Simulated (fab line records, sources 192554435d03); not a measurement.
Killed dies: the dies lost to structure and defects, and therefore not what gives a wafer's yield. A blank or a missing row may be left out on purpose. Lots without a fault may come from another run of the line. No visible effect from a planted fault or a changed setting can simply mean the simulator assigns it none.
Which tool did it?	flow n5_finfet	Sampling: 21 lots, 63 wafers, 6 of 1938 route steps

## WHAT EACH GAUGE READ, for each wafer
Not one reading of a measure or inspect step in the record can be checked against a usual standard deviation.

## EACH LOT AND THE TOOL THAT RAN IT (in order: tool; ch and the chambers of the sampled wafers; start)
lot	N5_PMOS_HMC_CHANNEL_EPI_ETCH_32	N5_FIN_SAQP_HM_DEP_03	N5_FIN_SAQP_HM_OPEN_73	N5_DUMMY_GATE_HM_OPEN_21	N5_SD_EPI_N_ETCH_45	N5_SD_EPI_P_STRIP_40
L074	rie_diel-01 ch 0,1,3, day 1 17:20	pecvd-04 ch 0,1, day 1 21:16	rie_diel-05 ch 0,1,3, day 1 22:25	rie_diel-02 ch 0,2, day 2 22:25	rie_diel-03 ch 1,3, day 3 00:52	plasma_asher-01 ch 0,1, day 3 08:23
L075	rie_diel-04 ch 0,1,2, day 1 23:26	pecvd-04 ch 0,1, day 2 02:47	rie_diel-06 ch 1,2,3, day 2 03:55	rie_diel-01 ch 0,1, day 3 09:26	rie_diel-03 ch 1,2,3, day 3 11:55	plasma_asher-02 ch 0,1, day 3 17:39
L076	rie_diel-01 ch 1,3, day 2 05:38	pecvd-02 ch 1,2, day 2 09:44	rie_diel-05 ch 1,2,3, day 2 10:57	rie_diel-02 ch 0,1, day 3 11:02	rie_diel-05 ch 0,3, day 3 13:16	plasma_asher-01 ch 0,1, day 3 18:47
L077	rie_diel-02 ch 0,1, day 2 11:23	pecvd-01 ch 0,1, day 2 15:08	rie_diel-06 ch 0,1, day 2 16:19	rie_diel-02 ch 0,1,3, day 3 18:16	rie_diel-03 ch 1,2, day 3 20:55	plasma_asher-01 ch 0,1, day 4 03:00
L078	rie_diel-04 ch 2,3, day 2 17:23	pecvd-01 ch 0,1, day 2 21:07	rie_diel-06 ch 0,3, day 2 22:28	rie_diel-02 ch 0,2, day 4 01:04	rie_diel-05 ch 0,3, day 4 03:23	plasma_asher-02 ch 0,1, day 4 08:53
L079	rie_diel-01 ch 0,1,3, day 3 00:04	pecvd-01 ch 0,1,2, day 3 04:08	rie_diel-03 ch 0,2,3, day 3 05:23	rie_diel-02 ch 0,1,2, day 4 06:28	rie_diel-05 ch 0,1,2, day 4 09:52	plasma_asher-01 ch 0, day 4 15:21
L080	rie_diel-02 ch 0,2, day 3 06:43	pecvd-01 ch 0,1,2, day 3 10:28	rie_diel-06 ch 1,2,3, day 3 11:32	rie_diel-01 ch 0,1,2, day 4 11:15	rie_diel-06 ch 1,3, day 4 13:49	plasma_asher-02 ch 0,1, day 4 19:11
L081	rie_diel-04 ch 0,1,2, day 3 13:01	pecvd-02 ch 0,2, day 3 16:59	rie_diel-06 ch 0,3, day 3 18:04	rie_diel-01 ch 1,2,3, day 4 19:46	rie_diel-03 ch 2,3, day 4 22:02	plasma_asher-02 ch 0,1, day 5 02:43
L083	rie_diel-01 ch 0,2,3, day 3 23:50	pecvd-01 ch 0,1, day 4 03:46	rie_diel-03 ch 0,1,2, day 4 04:51	rie_diel-04 ch 0,3, day 5 05:11	rie_diel-06 ch 0,1,2, day 5 07:42	plasma_asher-02 ch 0,1, day 5 13:43
L084	rie_diel-01 ch 1,2,3, day 4 05:47	pecvd-02 ch 0,1,2, day 4 09:46	rie_diel-03 ch 0,2,3, day 4 10:51	rie_diel-01 ch 0,1,3, day 5 14:32	rie_diel-06 ch 1,2,3, day 5 16:47	plasma_asher-01 ch 0,1, day 5 21:32
L085	rie_diel-04 ch 0,1,3, day 4 12:19	pecvd-04 ch 0,1,2, day 4 16:50	rie_diel-03 ch 0,1,2, day 4 17:55	rie_diel-02 ch 1,2,3, day 5 19:29	rie_diel-05 ch 0,1,3, day 5 21:49	plasma_asher-01 ch 0,1, day 6 02:39
L086	rie_diel-01 ch 1,2,3, day 4 18:13	pecvd-01 ch 1,2, day 4 23:19	rie_diel-05 ch 0,1,2, day 5 00:23	rie_diel-01 ch 1,2,3, day 6 01:02	rie_diel-03 ch 2,3, day 6 03:32	plasma_asher-01 ch 0,1, day 6 08:16
L087	rie_diel-01 ch 0,3, day 4 23:46	pecvd-01 ch 0,1,2, day 5 04:01	rie_diel-05 ch 0,3, day 5 05:10	rie_diel-02 ch 0,3, day 6 07:16	rie_diel-05 ch 0,2, day 6 09:36	plasma_asher-02 ch 0,1, day 6 14:20
L088	rie_diel-02 ch 2,3, day 5 06:19	pecvd-02 ch 0,2, day 5 10:22	rie_diel-05 ch 1,2, day 5 11:26	rie_diel-04 ch 2,3, day 6 11:31	rie_diel-06 ch 1,3, day 6 14:36	plasma_asher-02 ch 0,1, day 6 19:21
L091	rie_diel-04 ch 1,2,3, day 5 23:59	pecvd-02 ch 0,1,2, day 6 03:48	rie_diel-06 ch 2,3, day 6 04:45	rie_diel-02 ch 0,3, day 7 04:04	rie_diel-06 ch 0,1,3, day 7 06:23	plasma_asher-01 ch 0,1, day 7 12:51
L092	rie_diel-04 ch 2,3, day 6 05:28	pecvd-01 ch 0,1,2, day 6 09:17	rie_diel-05 ch 1,2, day 6 10:22	rie_diel-01 ch 0,2,3, day 7 14:06	rie_diel-03 ch 0,1,2, day 7 16:35	plasma_asher-01 ch 0,1, day 7 21:20
L093	rie_diel-02 ch 1,2,3, day 6 11:20	pecvd-01 ch 0,1, day 6 15:13	rie_diel-06 ch 1,2, day 6 16:17	rie_diel-01 ch 0,2,3, day 7 16:32	rie_diel-03 ch 0,1,3, day 7 19:02	plasma_asher-01 ch 0,1, day 7 23:55
L094	rie_diel-04 ch 0,1,3, day 6 17:52	pecvd-02 ch 1,2, day 6 21:44	rie_diel-05 ch 0,2,3, day 6 23:05	rie_diel-04 ch 0,1, day 8 01:41	rie_diel-05 ch 1,3, day 8 04:10	plasma_asher-02 ch 0,1, day 8 09:44
L095	rie_diel-01 ch 0,1, day 6 23:53	pecvd-02 ch 0,1,2, day 7 03:15	rie_diel-03 ch 0,2,3, day 7 04:37	rie_diel-04 ch 0,1, day 8 05:42	rie_diel-06 ch 1,3, day 8 07:50	plasma_asher-01 ch 0,1, day 8 12:52
L096	rie_diel-01 ch 0,1,2, day 7 05:49	pecvd-01 ch 1,2, day 7 09:34	rie_diel-05 ch 0,2,3, day 7 10:38	rie_diel-04 ch 0,2, day 8 12:37	rie_diel-03 ch 0,1, day 8 15:37	plasma_asher-01 ch 0,1, day 8 20:31
L097	rie_diel-04 ch 1,3, day 7 11:46	pecvd-02 ch 0,1,2, day 7 15:19	rie_diel-06 ch 0,1,3, day 7 16:23	rie_diel-01 ch 0,1,3, day 8 16:23	rie_diel-05 ch 0,2, day 8 18:46	plasma_asher-02 ch 0,1, day 9 00:49
- N5_PMOS_HMC_CHANNEL_EPI_ETCH_32: etches BARC in N2/H2, stops on SiO2, target depth 85.8 nm, time 50.3 s.
- N5_FIN_SAQP_HM_DEP_03: deposits SiNx from SiH4/NH3/N2, target thk 38 nm, time 33.6 s.
- N5_FIN_SAQP_HM_OPEN_73: chemistry CHF3/O2, target SiO2, stops on a-Si, target depth 12 nm, time 16.8 s.
- N5_DUMMY_GATE_HM_OPEN_21: chemistry CH3F/O2, target SiNx, target depth 120 nm, time 171.4 s.
- N5_SD_EPI_N_ETCH_45: etches SiOCN in CH3F/O2, target depth 6 nm.
- N5_SD_EPI_P_STRIP_40: strips in N2/H2.

## WHAT THE TOOLS THEMSELVES READ (means of the sampled wafers that have a number; where no wafer has one, the mark that the record gives instead)
N5_PMOS_HMC_CHANNEL_EPI_ETCH_32. Usual: drypump_motor_current_A 5.5 A, standard deviation 0.44; oes_product_au 0.65 a.u., standard deviation 0.068; rf_vpp_V 524.6 V, standard deviation 2.8; showerhead_plenum_p_Torr 2.57 Torr, standard deviation 0.097; throttle_valve_pct 17.87 %, standard deviation 0.18.
lot	tool	drypump_motor_current_A (A)	oes_product_au (a.u.)	rf_vpp_V (V)	showerhead_plenum_p_Torr (Torr)	throttle_valve_pct (%)	flag
L074	rie_diel-01	5.7	0.67	524.7	2.62	17.65	
L075	rie_diel-04	5.1	0.60	523.3	2.52	17.99	
L076	rie_diel-01	5.8	0.62	525.7	2.59	17.62	
L077	rie_diel-02	5.9	0.65	527.0	2.64	17.75	
L078	rie_diel-04	5.5	0.61	520.5	2.42	18.09	
L079	rie_diel-01	5.7	0.67	527.1	2.61	17.67	
L080	rie_diel-02	5.6	0.63	524.4	2.58	17.81	
L081	rie_diel-04	5.1	0.59	522.4	2.51	18.01	
L083	rie_diel-01	5.5	0.66	526.8	2.63	17.84	
L084	rie_diel-01	5.7	0.62	524.4	2.56	17.81	
L085	rie_diel-04	5.5	0.61	522.9	2.52	18.01	
L086	rie_diel-01	5.7	0.61	524.4	2.56	17.82	
L087	rie_diel-01	5.4	0.70	526.8	2.68	17.73	
L088	rie_diel-02	5.0	0.73	522.2	2.52	17.89	
L091	rie_diel-04	5.3	0.68	524.4	2.59	17.92	
L092	rie_diel-04	5.1	0.74	526.1	2.62	17.84	
L093	rie_diel-02	5.2	0.68	523.6	2.55	17.85	
L094	rie_diel-04	5.5	0.69	522.9	2.51	17.89	
L095	rie_diel-01	5.5	0.68	525.5	2.62	17.76	
L096	rie_diel-01	5.6	0.64	525.5	2.58	17.88	
L097	rie_diel-04	5.6	0.61	522.0	2.48	18.08	

N5_FIN_SAQP_HM_DEP_03. Usual: heater_power_w 772 W, standard deviation 79; showerhead_plenum_p_Torr 5.15 Torr, standard deviation 0.047; throttle_valve_pct 40.2 %, standard deviation 1.8.
lot	tool	heater_power_w (W)	showerhead_plenum_p_Torr (Torr)	throttle_valve_pct (%)	flag
L074	pecvd-04	798	5.09	40.4	
L075	pecvd-04	803	5.10	42.0	
L076	pecvd-02	739	5.15	39.8	
L077	pecvd-01	738	5.16	39.4	
L078	pecvd-01	812	5.16	39.4	
L079	pecvd-01	816	5.17	39.7	
L080	pecvd-01	800	5.15	39.6	
L081	pecvd-02	724	5.16	39.9	
L083	pecvd-01	800	5.12	38.7	
L084	pecvd-02	756	5.15	40.5	
L085	pecvd-04	770	5.15	39.3	
L086	pecvd-01	836	5.20	40.3	
L087	pecvd-01	778	5.16	39.7	
L088	pecvd-02	848	5.16	41.5	
L091	pecvd-02	808	5.16	40.8	
L092	pecvd-01	787	5.16	39.8	
L093	pecvd-01	791	5.16	39.6	
L094	pecvd-02	733	5.15	40.0	
L095	pecvd-02	757	5.15	40.7	
L096	pecvd-01	806	5.20	40.4	
L097	pecvd-02	774	5.15	40.6	

N5_FIN_SAQP_HM_OPEN_73. Usual: drypump_motor_current_A 5.6 A, standard deviation 0.42; oes_product_au 0.46 a.u., standard deviation 0.04; rf_vpp_V 525 V, standard deviation 11; showerhead_plenum_p_Torr 2.39 Torr, standard deviation 0.069; throttle_valve_pct 18.80 %, standard deviation 0.2.
lot	tool	drypump_motor_current_A (A)	oes_product_au (a.u.)	rf_vpp_V (V)	showerhead_plenum_p_Torr (Torr)	throttle_valve_pct (%)	flag
L074	rie_diel-05	5.4	0.45	522	2.40	18.93	
L075	rie_diel-06	5.8	0.46	518	2.34	18.63	
L076	rie_diel-05	5.3	0.45	531	2.44	18.83	
L077	rie_diel-06	5.2	0.46	534	2.47	18.77	
L078	rie_diel-06	5.9	0.45	529	2.38	18.79	
L079	rie_diel-03	5.9	0.47	524	2.35	18.86	
L080	rie_diel-06	5.8	0.45	517	2.34	18.66	
L081	rie_diel-06	6.0	0.44	529	2.38	18.81	
L083	rie_diel-03	5.8	0.46	529	2.38	18.91	
L084	rie_diel-03	6.0	0.51	525	2.35	18.76	
L085	rie_diel-03	5.9	0.46	529	2.38	18.91	
L086	rie_diel-05	5.6	0.45	522	2.44	18.74	
L087	rie_diel-05	5.4	0.42	526	2.39	19.12	
L088	rie_diel-05	5.3	0.45	529	2.44	18.72	
L091	rie_diel-06	5.9	0.42	513	2.28	18.79	
L092	rie_diel-05	5.3	0.45	529	2.44	18.73	
L093	rie_diel-06	5.5	0.46	516	2.36	18.61	
L094	rie_diel-05	5.5	0.49	528	2.43	18.78	
L095	rie_diel-03	6.0	0.49	524	2.34	18.80	
L096	rie_diel-05	5.5	0.48	527	2.42	18.78	
L097	rie_diel-06	5.6	0.44	527	2.40	18.77	

N5_DUMMY_GATE_HM_OPEN_21. Usual: drypump_motor_current_A 5.6 A, standard deviation 0.49; oes_product_au 0.77 a.u., standard deviation 0.095; rf_vpp_V 296 V, standard deviation 5.2; showerhead_plenum_p_Torr 2.05 Torr, standard deviation 0.068; throttle_valve_pct 16.45 %, standard deviation 0.15.
lot	tool	drypump_motor_current_A (A)	oes_product_au (a.u.)	rf_vpp_V (V)	showerhead_plenum_p_Torr (Torr)	throttle_valve_pct (%)	flag
L074	rie_diel-02	6.0	0.73	294	2.06	16.30	
L075	rie_diel-01	5.5	0.84	302	2.09	16.35	
L076	rie_diel-02	6.2	0.73	291	2.09	16.39	
L077	rie_diel-02	5.7	0.82	293	2.06	16.43	
L078	rie_diel-02	5.6	0.72	299	2.04	16.34	
L079	rie_diel-02	5.7	0.73	296	2.07	16.42	
L080	rie_diel-01	5.6	0.78	300	2.06	16.44	
L081	rie_diel-01	5.7	0.72	296	2.04	16.47	
L083	rie_diel-04	5.7	0.70	300	1.94	16.69	
L084	rie_diel-01	5.7	0.76	299	2.07	16.40	
L085	rie_diel-02	5.2	0.79	299	2.04	16.47	
L086	rie_diel-01	5.7	0.71	296	2.03	16.49	
L087	rie_diel-02	5.5	0.82	292	2.01	16.40	
L088	rie_diel-04	5.5	0.79	299	2.00	16.59	
L091	rie_diel-02	6.0	0.75	291	2.04	16.39	
L092	rie_diel-01	5.5	0.76	294	2.08	16.49	
L093	rie_diel-01	5.5	0.76	295	2.08	16.49	
L094	rie_diel-04	5.2	0.77	298	2.04	16.39	
L095	rie_diel-04	5.3	0.86	299	2.01	16.28	
L096	rie_diel-04	4.9	0.92	299	2.10	16.26	
L097	rie_diel-01	5.7	0.85	297	2.07	16.27	

N5_SD_EPI_N_ETCH_45. Usual: drypump_motor_current_A 5.6 A, standard deviation 0.4; oes_product_au 0.77 a.u., standard deviation 0.081; rf_vpp_V 127.2 V, standard deviation 0.85; showerhead_plenum_p_Torr 1.98 Torr, standard deviation 0.06; throttle_valve_pct 23.28 %, standard deviation 0.18.
lot	tool	drypump_motor_current_A (A)	oes_product_au (a.u.)	rf_vpp_V (V)	showerhead_plenum_p_Torr (Torr)	throttle_valve_pct (%)	flag
L074	rie_diel-03	5.5	0.68	127.7	1.99	23.48	
L075	rie_diel-03	5.7	0.71	126.7	1.98	23.42	
L076	rie_diel-05	5.4	0.72	127.2	1.98	23.52	
L077	rie_diel-03	5.9	0.75	127.5	1.96	23.36	
L078	rie_diel-05	5.5	0.73	126.5	1.98	23.43	
L079	rie_diel-05	5.5	0.75	127.4	2.02	23.20	
L080	rie_diel-06	6.1	0.76	127.9	1.94	23.09	
L081	rie_diel-03	5.8	0.91	126.9	1.95	23.23	
L083	rie_diel-06	5.4	0.73	126.6	1.98	23.19	
L084	rie_diel-06	5.8	0.73	126.7	1.93	23.10	
L085	rie_diel-05	5.4	0.72	127.5	1.98	23.42	
L086	rie_diel-03	5.8	0.88	127.1	1.94	23.24	
L087	rie_diel-05	5.7	0.74	127.9	2.02	23.24	
L088	rie_diel-06	6.1	0.75	126.7	1.94	23.12	
L091	rie_diel-06	5.6	0.74	127.8	1.98	23.23	
L092	rie_diel-03	5.8	0.86	126.9	1.96	23.34	
L093	rie_diel-03	5.7	0.90	127.3	1.98	23.32	
L094	rie_diel-05	5.2	0.87	127.3	1.97	23.41	
L095	rie_diel-06	5.7	0.76	127.2	1.96	23.08	
L096	rie_diel-03	5.6	0.91	127.5	2.00	23.34	
L097	rie_diel-05	5.7	0.74	127.7	2.04	23.15	

N5_SD_EPI_P_STRIP_40. Usual: drypump_motor_current_A 5.40 A, standard deviation 0.17; heater_power_w 343 W, standard deviation 34; oes_product_au 0.763 a.u., standard deviation 0.011.
lot	tool	drypump_motor_current_A (A)	heater_power_w (W)	oes_product_au (a.u.)	flag
L074	plasma_asher-01	5.31	336	0.761	
L075	plasma_asher-02	5.44	351	0.759	
L076	plasma_asher-01	5.32	350	0.763	
L077	plasma_asher-01	5.31	344	0.774	
L078	plasma_asher-02	5.46	346	0.768	
L079	plasma_asher-01	5.17	324	0.758	
L080	plasma_asher-02	5.48	347	0.758	
L081	plasma_asher-02	5.37	326	0.769	
L083	plasma_asher-02	5.45	353	0.763	
L084	plasma_asher-01	5.45	358	0.755	
L085	plasma_asher-01	5.31	343	0.761	
L086	plasma_asher-01	5.44	362	0.763	
L087	plasma_asher-02	5.39	321	0.767	
L088	plasma_asher-02	5.39	324	0.756	
L091	plasma_asher-01	5.47	359	0.759	
L092	plasma_asher-01	5.32	339	0.764	
L093	plasma_asher-01	5.46	356	0.771	
L094	plasma_asher-02	5.37	324	0.752	
L095	plasma_asher-01	5.45	361	0.752	
L096	plasma_asher-01	5.44	354	0.763	
L097	plasma_asher-02	5.43	351	0.771	

## THE ANSWER, worked out from the rows above alone
Rule: take the mean of a lot's wafers that have a number; if it is more than 3 standard deviations from the usual mean, the lot is off. A lot without any number at a reading at which 4 lots or more have one is off too. Any other lot the step has rows for is counted as sound. After the gauges, taken in route order, come the tools' own readings; for these a lot's mean is taken, as printed above. At the first step where some lot is off, the reading lying furthest off is the one used; lots without a number count as furthest.
No lot is off on any of the readings shown, so nothing can be concluded from this.

## WHAT THE SIMULATOR HAD INSERTED
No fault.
